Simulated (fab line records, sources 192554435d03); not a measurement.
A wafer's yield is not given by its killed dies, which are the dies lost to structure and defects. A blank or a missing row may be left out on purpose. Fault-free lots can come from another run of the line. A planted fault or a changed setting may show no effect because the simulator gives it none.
The tool behind it: which one? || flow n5-finfet || 10 lots, 25 wafers sampled, at 5 steps of a route of 1938

## WHAT THE GAUGES SHOWED, per wafer
N5_BEOL_M4_RC_MEAS_101.
{"lot": "L824", "measured": "day 9 11:49", "on": "prober-02", "DIBL_N (mV/V)": "36.7 36.7 33.5", "DIBL_P (mV/V)": "35.8 35.5 31.3", "IOFF_N (nA/um)": "0.154 0.141 0.101", "IOFF_P (nA/um)": "0.20 0.19 0.15", "ION_N (uA/um)": "674 657 650", "ION_P (uA/um)": "462 454 450", "SS_N (mV/dec)": "72.0 71.0 71.0", "SS_P (mV/dec)": "73.0 73.0 72.1", "VT_N (mV)": "251 254 255", "VT_P (mV)": "-253 -254 -256"}
{"lot": "L826", "measured": "day 9 22:49", "on": "prober-01", "DIBL_N (mV/V)": "36.7 35.8", "DIBL_P (mV/V)": "37.3 35.5", "IOFF_N (nA/um)": "0.176 0.165", "IOFF_P (nA/um)": "0.21 0.19", "ION_N (uA/um)": "670 667", "ION_P (uA/um)": "452 456", "SS_N (mV/dec)": "71.8 71.8", "SS_P (mV/dec)": "73.2 73.5", "VT_N (mV)": "251 247", "VT_P (mV)": "-251 -254"}
{"lot": "L829", "measured": "day 10 23:28", "on": "prober-02", "DIBL_N (mV/V)": "36.8 34.7", "DIBL_P (mV/V)": "37.0 35.1", "IOFF_N (nA/um)": "0.170 0.134", "IOFF_P (nA/um)": "0.20 0.18", "ION_N (uA/um)": "665 667", "ION_P (uA/um)": "449 457", "SS_N (mV/dec)": "71.2 71.4", "SS_P (mV/dec)": "73.4 73.4", "VT_N (mV)": "247 253", "VT_P (mV)": "-253 -252"}
{"lot": "L831", "measured": "day 11 05:56", "on": "prober-01", "DIBL_N (mV/V)": "34.2 35.1 36.6", "DIBL_P (mV/V)": "33.1 34.1 36.1", "IOFF_N (nA/um)": "0.111 0.124 0.150", "IOFF_P (nA/um)": "0.15 0.15 0.18", "ION_N (uA/um)": "654 647 663", "ION_P (uA/um)": "447 441 451", "SS_N (mV/dec)": "71.0 71.6 72.1", "SS_P (mV/dec)": "71.8 72.7 73.1", "VT_N (mV)": "257 255 251", "VT_P (mV)": "-257 -255 -256"}
{"lot": "L833", "measured": "day 11 12:44", "on": "prober-02", "DIBL_N (mV/V)": "35.8 36.3", "DIBL_P (mV/V)": "35.9 36.2", "IOFF_N (nA/um)": "0.134 0.141", "IOFF_P (nA/um)": "0.17 0.17", "ION_N (uA/um)": "677 662", "ION_P (uA/um)": "452 451", "SS_N (mV/dec)": "71.8 71.6", "SS_P (mV/dec)": "72.7 73.2", "VT_N (mV)": "252 253", "VT_P (mV)": "-258 -258"}
{"lot": "L836", "measured": "day 11 22:16", "on": "prober-02", "DIBL_N (mV/V)": "37.8 37.5", "DIBL_P (mV/V)": "39.2 38.8", "IOFF_N (nA/um)": "0.176 0.176", "IOFF_P (nA/um)": "0.22 0.21", "ION_N (uA/um)": "676 679", "ION_P (uA/um)": "456 458", "SS_N (mV/dec)": "71.8 72.1", "SS_P (mV/dec)": "73.7 73.5", "VT_N (mV)": "249 249", "VT_P (mV)": "-252 -252"}
{"lot": "L838", "measured": "day 12 20:21", "on": "prober-02", "DIBL_N (mV/V)": "34.7 36.8", "DIBL_P (mV/V)": "33.2 35.7", "IOFF_N (nA/um)": "0.122 0.154", "IOFF_P (nA/um)": "0.15 0.19", "ION_N (uA/um)": "658 667", "ION_P (uA/um)": "452 452", "SS_N (mV/dec)": "71.2 71.9", "SS_P (mV/dec)": "73.1 73.5", "VT_N (mV)": "254 252", "VT_P (mV)": "-257 -252"}
{"lot": "L842", "measured": "day 14 05:24", "on": "prober-02", "DIBL_N (mV/V)": "35.8 33.6 34.9", "DIBL_P (mV/V)": "34.9 31.3 33.4", "IOFF_N (nA/um)": "0.155 0.109 0.135", "IOFF_P (nA/um)": "0.19 0.14 0.17", "ION_N (uA/um)": "680 653 674", "ION_P (uA/um)": "462 449 463", "SS_N (mV/dec)": "71.8 71.5 71.9", "SS_P (mV/dec)": "72.8 73.0 72.8", "VT_N (mV)": "249 257 250", "VT_P (mV)": "-252 -256 -253"}
{"lot": "L845", "measured": "day 15 06:46", "on": "prober-01", "DIBL_N (mV/V)": "35.3 35.7 37.0", "DIBL_P (mV/V)": "36.1 36.1 37.1", "IOFF_N (nA/um)": "0.156 0.171 0.177", "IOFF_P (nA/um)": "0.23 0.22 0.23", "ION_N (uA/um)": "681 677 676", "ION_P (uA/um)": "467 468 465", "SS_N (mV/dec)": "71.0 71.2 71.9", "SS_P (mV/dec)": "73.7 74.0 74.4", "VT_N (mV)": "248 249 251", "VT_P (mV)": "-249 -250 -250"}
{"lot": "L846", "measured": "day 15 11:20", "on": "prober-02", "DIBL_N (mV/V)": "34.3 31.8 33.2", "DIBL_P (mV/V)": "34.4 30.1 32.1", "IOFF_N (nA/um)": "0.129 0.087 0.113", "IOFF_P (nA/um)": "0.17 0.11 0.14", "ION_N (uA/um)": "655 632 658", "ION_P (uA/um)": "454 435 449", "SS_N (mV/dec)": "70.4 71.7 71.2", "SS_P (mV/dec)": "72.7 71.6 72.2", "VT_N (mV)": "250 259 255", "VT_P (mV)": "-253 -261 -258"}

## WHICH TOOL RAN EACH LOT (tool, then ch and the chambers of the sampled wafers, then the start)
{"lot": "L824", "N5_BEOL_M2_DESCUM_33": "rie-diel-06 ch 1,2,3, day 6 15:32", "N5_BEOL_M2_VIA_ETCH_34": "rie-diel-02 ch 2,3, day 7 07:38", "N5_BEOL_M2_STRIP_97": "rie-diel-02 ch 2,3, day 7 08:38 or earlier", "N5_BEOL_M2_ALD_84": "ald-metal-04 ch 0,1, day 7 08:38"}
{"lot": "L826", "N5_BEOL_M2_DESCUM_33": "rie-diel-02 ch 3, day 7 18:42", "N5_BEOL_M2_VIA_ETCH_34": "rie-diel-06 ch 2,3, day 8 21:42", "N5_BEOL_M2_STRIP_97": "rie-diel-06 ch 2,3, day 8 22:35 or earlier", "N5_BEOL_M2_ALD_84": "ald-metal-02 ch 0,2, day 8 22:35"}
{"lot": "L829", "N5_BEOL_M2_DESCUM_33": "rie-diel-06 ch 1,2, day 8 00:11", "N5_BEOL_M2_VIA_ETCH_34": "rie-diel-06 ch 0,3, day 9 08:34", "N5_BEOL_M2_STRIP_97": "rie-diel-06 ch 0,3, day 9 09:49 or earlier", "N5_BEOL_M2_ALD_84": "ald-metal-02 ch 2,3, day 9 09:49"}
{"lot": "L831", "N5_BEOL_M2_DESCUM_33": "rie-diel-02 ch 0,1,3, day 8 17:14", "N5_BEOL_M2_VIA_ETCH_34": "rie-diel-02 ch 0,3, day 9 09:46", "N5_BEOL_M2_STRIP_97": "rie-diel-02 ch 0,3, day 9 10:26 or earlier", "N5_BEOL_M2_ALD_84": "ald-metal-02 ch 0,3, day 9 10:26"}
{"lot": "L833", "N5_BEOL_M2_DESCUM_33": "rie-diel-02 ch 3, day 9 08:51", "N5_BEOL_M2_VIA_ETCH_34": "rie-diel-02 ch 0,1, day 10 11:42", "N5_BEOL_M2_STRIP_97": "rie-diel-02 ch 0,1, day 10 13:01 or earlier", "N5_BEOL_M2_ALD_84": "ald-metal-02 ch 0, day 10 13:01"}
{"lot": "L836", "N5_BEOL_M2_DESCUM_33": "rie-diel-05 ch 1, day 9 19:39", "N5_BEOL_M2_VIA_ETCH_34": "rie-diel-02 ch 1,2, day 10 08:34", "N5_BEOL_M2_STRIP_97": "rie-diel-02 ch 1,2, day 10 09:31 or earlier", "N5_BEOL_M2_ALD_84": "ald-metal-03 ch 0, day 10 09:31"}
{"lot": "L838", "N5_BEOL_M2_DESCUM_33": "rie-diel-05 ch 1,2, day 10 08:05", "N5_BEOL_M2_VIA_ETCH_34": "rie-diel-02 ch 2,3, day 10 15:20", "N5_BEOL_M2_STRIP_97": "rie-diel-02 ch 2,3, day 10 16:04 or earlier", "N5_BEOL_M2_ALD_84": "ald-metal-04 ch 2,3, day 10 16:04"}
{"lot": "L842", "N5_BEOL_M2_DESCUM_33": "rie-diel-02 ch 1,3, day 11 22:34", "N5_BEOL_M2_VIA_ETCH_34": "rie-diel-06 ch 0,2,3, day 11 23:41", "N5_BEOL_M2_STRIP_97": "rie-diel-06 ch 0,2,3, day 12 00:22 or earlier", "N5_BEOL_M2_ALD_84": "ald-metal-02 ch 0,1, day 12 00:22"}
{"lot": "L845", "N5_BEOL_M2_DESCUM_33": "rie-diel-05 ch 1,3, day 12 14:14", "N5_BEOL_M2_VIA_ETCH_34": "rie-diel-05 ch 0,1, day 12 23:19", "N5_BEOL_M2_STRIP_97": "rie-diel-05 ch 0,1, day 13 00:15 or earlier", "N5_BEOL_M2_ALD_84": "ald-metal-03 ch 0,2,3, day 13 00:15"}
{"lot": "L846", "N5_BEOL_M2_DESCUM_33": "rie-diel-02 ch 0,2, day 12 21:29", "N5_BEOL_M2_VIA_ETCH_34": "rie-diel-05 ch 1,2, day 13 11:53", "N5_BEOL_M2_STRIP_97": "rie-diel-05 ch 1,2, day 13 12:44 or earlier", "N5_BEOL_M2_ALD_84": "ald-metal-04 ch 0,1,3, day 13 12:44"}
- N5_BEOL_M2_DESCUM_33: chemistry O2, time 7 s.
- N5_BEOL_M2_VIA_ETCH_34: etches the open film in C4F6/O2, target depth 69.4 nm, time 65.9 s.
- N5_BEOL_M2_STRIP_97: strips in N2/H2, time 10 s.
- N5_BEOL_M2_ALD_84: deposits TaN, pulse time 2 s, purge time 3 s, co reactant purge time 2 s.

## WHAT THE TOOLS THEMSELVES READ (means of the sampled wafers that have a number; where no wafer has one, the mark that the record gives instead)
N5_BEOL_M2_DESCUM_33.
{"lot": "L824", "tool": "rie-diel-06", "drypump-motor-current-A (A)": 5.9, "oes-product-au (a.u.)": 0.78, "rf-vpp-V (V)": 242.9, "showerhead-plenum-p-Torr (Torr)": 2.09, "throttle-valve-pct (%)": 20.32}
{"lot": "L826", "tool": "rie-diel-02", "drypump-motor-current-A (A)": 6.4, "oes-product-au (a.u.)": 0.96, "rf-vpp-V (V)": 244.6, "showerhead-plenum-p-Torr (Torr)": 2.23, "throttle-valve-pct (%)": 20.25}
{"lot": "L829", "tool": "rie-diel-06", "drypump-motor-current-A (A)": 6.0, "oes-product-au (a.u.)": 0.79, "rf-vpp-V (V)": 243.0, "showerhead-plenum-p-Torr (Torr)": 2.08, "throttle-valve-pct (%)": 20.21}
{"lot": "L831", "tool": "rie-diel-02", "drypump-motor-current-A (A)": 5.5, "oes-product-au (a.u.)": 0.78, "rf-vpp-V (V)": 243.3, "showerhead-plenum-p-Torr (Torr)": 2.15, "throttle-valve-pct (%)": 20.54}
{"lot": "L833", "tool": "rie-diel-02", "drypump-motor-current-A (A)": 6.4, "oes-product-au (a.u.)": 0.93, "rf-vpp-V (V)": 245.4, "showerhead-plenum-p-Torr (Torr)": 2.22, "throttle-valve-pct (%)": 20.26}
{"lot": "L836", "tool": "rie-diel-05", "drypump-motor-current-A (A)": 5.4, "oes-product-au (a.u.)": 0.73, "rf-vpp-V (V)": 243.4, "showerhead-plenum-p-Torr (Torr)": 2.07, "throttle-valve-pct (%)": 20.62}
{"lot": "L838", "tool": "rie-diel-05", "drypump-motor-current-A (A)": 5.5, "oes-product-au (a.u.)": 0.71, "rf-vpp-V (V)": 242.6, "showerhead-plenum-p-Torr (Torr)": 2.07, "throttle-valve-pct (%)": 20.56}
{"lot": "L842", "tool": "rie-diel-02", "drypump-motor-current-A (A)": 5.9, "oes-product-au (a.u.)": 0.81, "rf-vpp-V (V)": 243.3, "showerhead-plenum-p-Torr (Torr)": 2.16, "throttle-valve-pct (%)": 20.39}
{"lot": "L845", "tool": "rie-diel-05", "drypump-motor-current-A (A)": 5.3, "oes-product-au (a.u.)": 0.79, "rf-vpp-V (V)": 244.2, "showerhead-plenum-p-Torr (Torr)": 2.09, "throttle-valve-pct (%)": 20.39}
{"lot": "L846", "tool": "rie-diel-02", "drypump-motor-current-A (A)": 5.4, "oes-product-au (a.u.)": 0.89, "rf-vpp-V (V)": 244.0, "showerhead-plenum-p-Torr (Torr)": 2.14, "throttle-valve-pct (%)": 20.41}

N5_BEOL_M2_VIA_ETCH_34.
{"lot": "L824", "tool": "rie-diel-02", "drypump-motor-current-A (A)": 6.2, "oes-product-au (a.u.)": 0.94, "rf-vpp-V (V)": 661, "run-length-s (s)": 88.8, "showerhead-plenum-p-Torr (Torr)": 2.96, "throttle-valve-pct (%)": 30.38}
{"lot": "L826", "tool": "rie-diel-06", "drypump-motor-current-A (A)": 6.0, "oes-product-au (a.u.)": 0.71, "rf-vpp-V (V)": 667, "run-length-s (s)": 89.2, "showerhead-plenum-p-Torr (Torr)": 2.81, "throttle-valve-pct (%)": 30.67}
{"lot": "L829", "tool": "rie-diel-06", "drypump-motor-current-A (A)": 5.8, "oes-product-au (a.u.)": 0.81, "rf-vpp-V (V)": 660, "run-length-s (s)": 89.4, "showerhead-plenum-p-Torr (Torr)": 2.84, "throttle-valve-pct (%)": 30.73}
{"lot": "L831", "tool": "rie-diel-02", "drypump-motor-current-A (A)": 5.6, "oes-product-au (a.u.)": 0.77, "rf-vpp-V (V)": 658, "run-length-s (s)": 89.0, "showerhead-plenum-p-Torr (Torr)": 2.94, "throttle-valve-pct (%)": 30.81}
{"lot": "L833", "tool": "rie-diel-02", "drypump-motor-current-A (A)": 5.1, "oes-product-au (a.u.)": 0.68, "rf-vpp-V (V)": 656, "run-length-s (s)": 91.0, "showerhead-plenum-p-Torr (Torr)": 2.85, "throttle-valve-pct (%)": 30.99}
{"lot": "L836", "tool": "rie-diel-02", "drypump-motor-current-A (A)": 5.4, "oes-product-au (a.u.)": 0.76, "rf-vpp-V (V)": 653, "run-length-s (s)": 91.2, "showerhead-plenum-p-Torr (Torr)": 2.84, "throttle-valve-pct (%)": 30.76}
{"lot": "L838", "tool": "rie-diel-02", "drypump-motor-current-A (A)": 6.1, "oes-product-au (a.u.)": 0.85, "rf-vpp-V (V)": 658, "run-length-s (s)": 90.8, "showerhead-plenum-p-Torr (Torr)": 2.92, "throttle-valve-pct (%)": 30.48}
{"lot": "L842", "tool": "rie-diel-06", "drypump-motor-current-A (A)": 6.0, "oes-product-au (a.u.)": 0.75, "rf-vpp-V (V)": 668, "run-length-s (s)": 89.3, "showerhead-plenum-p-Torr (Torr)": 2.82, "throttle-valve-pct (%)": 30.74}
{"lot": "L845", "tool": "rie-diel-05", "drypump-motor-current-A (A)": 5.9, "oes-product-au (a.u.)": 0.69, "rf-vpp-V (V)": 664, "run-length-s (s)": 88.9, "showerhead-plenum-p-Torr (Torr)": 2.80, "throttle-valve-pct (%)": 30.94}
{"lot": "L846", "tool": "rie-diel-05", "drypump-motor-current-A (A)": 5.4, "oes-product-au (a.u.)": 0.79, "rf-vpp-V (V)": 661, "run-length-s (s)": 89.4, "showerhead-plenum-p-Torr (Torr)": 2.80, "throttle-valve-pct (%)": 30.68}

N5_BEOL_M2_STRIP_97.
{"lot": "L824", "tool": "rie-diel-02", "drypump-motor-current-A (A)": 6.2, "n2-flow-sccm (sccm)": 199.6, "oes-product-au (a.u.)": 0.95, "rf-vpp-V (V)": 59.3, "showerhead-plenum-p-Torr (Torr)": 2.65, "throttle-valve-pct (%)": 23.17}
{"lot": "L826", "tool": "rie-diel-06", "drypump-motor-current-A (A)": 6.0, "n2-flow-sccm (sccm)": 200.6, "oes-product-au (a.u.)": 0.71, "rf-vpp-V (V)": 57.9, "showerhead-plenum-p-Torr (Torr)": 2.51, "throttle-valve-pct (%)": 23.48}
{"lot": "L829", "tool": "rie-diel-06", "drypump-motor-current-A (A)": 5.8, "n2-flow-sccm (sccm)": 199.3, "oes-product-au (a.u.)": 0.80, "rf-vpp-V (V)": 58.6, "showerhead-plenum-p-Torr (Torr)": 2.54, "throttle-valve-pct (%)": 23.66}
{"lot": "L831", "tool": "rie-diel-02", "drypump-motor-current-A (A)": 5.6, "n2-flow-sccm (sccm)": 199.9, "oes-product-au (a.u.)": 0.76, "rf-vpp-V (V)": 59.1, "showerhead-plenum-p-Torr (Torr)": 2.63, "throttle-valve-pct (%)": 23.64}
{"lot": "L833", "tool": "rie-diel-02", "drypump-motor-current-A (A)": 5.1, "n2-flow-sccm (sccm)": 200.8, "oes-product-au (a.u.)": 0.69, "rf-vpp-V (V)": 59.4, "showerhead-plenum-p-Torr (Torr)": 2.54, "throttle-valve-pct (%)": 23.81}
{"lot": "L836", "tool": "rie-diel-02", "drypump-motor-current-A (A)": 5.4, "n2-flow-sccm (sccm)": 200.0, "oes-product-au (a.u.)": 0.77, "rf-vpp-V (V)": 60.3, "showerhead-plenum-p-Torr (Torr)": 2.53, "throttle-valve-pct (%)": 23.64}
{"lot": "L838", "tool": "rie-diel-02", "drypump-motor-current-A (A)": 6.1, "n2-flow-sccm (sccm)": 200.4, "oes-product-au (a.u.)": 0.86, "rf-vpp-V (V)": 59.3, "showerhead-plenum-p-Torr (Torr)": 2.62, "throttle-valve-pct (%)": 23.31}
{"lot": "L842", "tool": "rie-diel-06", "drypump-motor-current-A (A)": 6.0, "n2-flow-sccm (sccm)": 200.0, "oes-product-au (a.u.)": 0.75, "rf-vpp-V (V)": 59.0, "showerhead-plenum-p-Torr (Torr)": 2.52, "throttle-valve-pct (%)": 23.65}
{"lot": "L845", "tool": "rie-diel-05", "drypump-motor-current-A (A)": 5.9, "n2-flow-sccm (sccm)": 200.4, "oes-product-au (a.u.)": 0.70, "rf-vpp-V (V)": 58.7, "showerhead-plenum-p-Torr (Torr)": 2.50, "throttle-valve-pct (%)": 23.86}
{"lot": "L846", "tool": "rie-diel-05", "drypump-motor-current-A (A)": 5.4, "n2-flow-sccm (sccm)": 200.7, "oes-product-au (a.u.)": 0.79, "rf-vpp-V (V)": 59.4, "showerhead-plenum-p-Torr (Torr)": 2.51, "throttle-valve-pct (%)": 23.65}

N5_BEOL_M2_ALD_84.
{"lot": "L824", "tool": "ald-metal-04", "heater-power-w (W)": 412}
{"lot": "L826", "tool": "ald-metal-02", "heater-power-w (W)": 398}
{"lot": "L829", "tool": "ald-metal-02", "heater-power-w (W)": 356}
{"lot": "L831", "tool": "ald-metal-02", "heater-power-w (W)": 395}
{"lot": "L833", "tool": "ald-metal-02", "heater-power-w (W)": 441}
{"lot": "L836", "tool": "ald-metal-03", "heater-power-w (W)": 513}
{"lot": "L838", "tool": "ald-metal-04", "heater-power-w (W)": 372}
{"lot": "L842", "tool": "ald-metal-02", "heater-power-w (W)": 414}
{"lot": "L845", "tool": "ald-metal-03", "heater-power-w (W)": 457}
{"lot": "L846", "tool": "ald-metal-04", "heater-power-w (W)": 390}

## THE ANSWER, worked out from the rows above alone
Rule: what is usual is taken from the lots themselves. The widest of any qualifying gaps counts: lots, ordered by their means at a reading, are off when they make up no more than a third of the lots, leave a main group of 4 or more, and stand apart from it by 3 or more times the standard deviation of that group's means. The tables above print the reading to a certain number of digits; a main group whose means all agree to those digits is not used. Also off: a lot with no number at a reading for which 4 or more lots have one. All remaining lots with rows at the step are treated as sound. Order of review: gauges by route order, followed by the tools' own readings, for which a lot's mean as printed above is used. At the first step where some lot is off, the reading lying furthest off is the one used; lots without a number count as furthest.
Off, at N5_BEOL_M2_VIA_ETCH_34 on run-length-s: L833, L836, L838. The main group: mean 89.1 s, standard deviation 0.23.
If a tool, at that step or one of the process steps before it, ran each lot that is off and ran no sound lot following the first of them, it fits. One fits: rie-diel-02 at N5_BEOL_M2_VIA_ETCH_34. A fault onset in the window from L831 (day 9 09:46, its last sound lot) to L836 (day 10 08:34, its first lot off) fits.
The tool's own readings at N5_BEOL_M2_VIA_ETCH_34 bear it out: on the lots that are off they differ by more than 5 times the standard deviation of the sound lots' means. run-length-s reads 91.0 s there against 89.1 s on the sound lots.

## WHAT THE SIMULATOR PUT IN
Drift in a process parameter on rie-diel-02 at N5_BEOL_M2_VIA_ETCH_34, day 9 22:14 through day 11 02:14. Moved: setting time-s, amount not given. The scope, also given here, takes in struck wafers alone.
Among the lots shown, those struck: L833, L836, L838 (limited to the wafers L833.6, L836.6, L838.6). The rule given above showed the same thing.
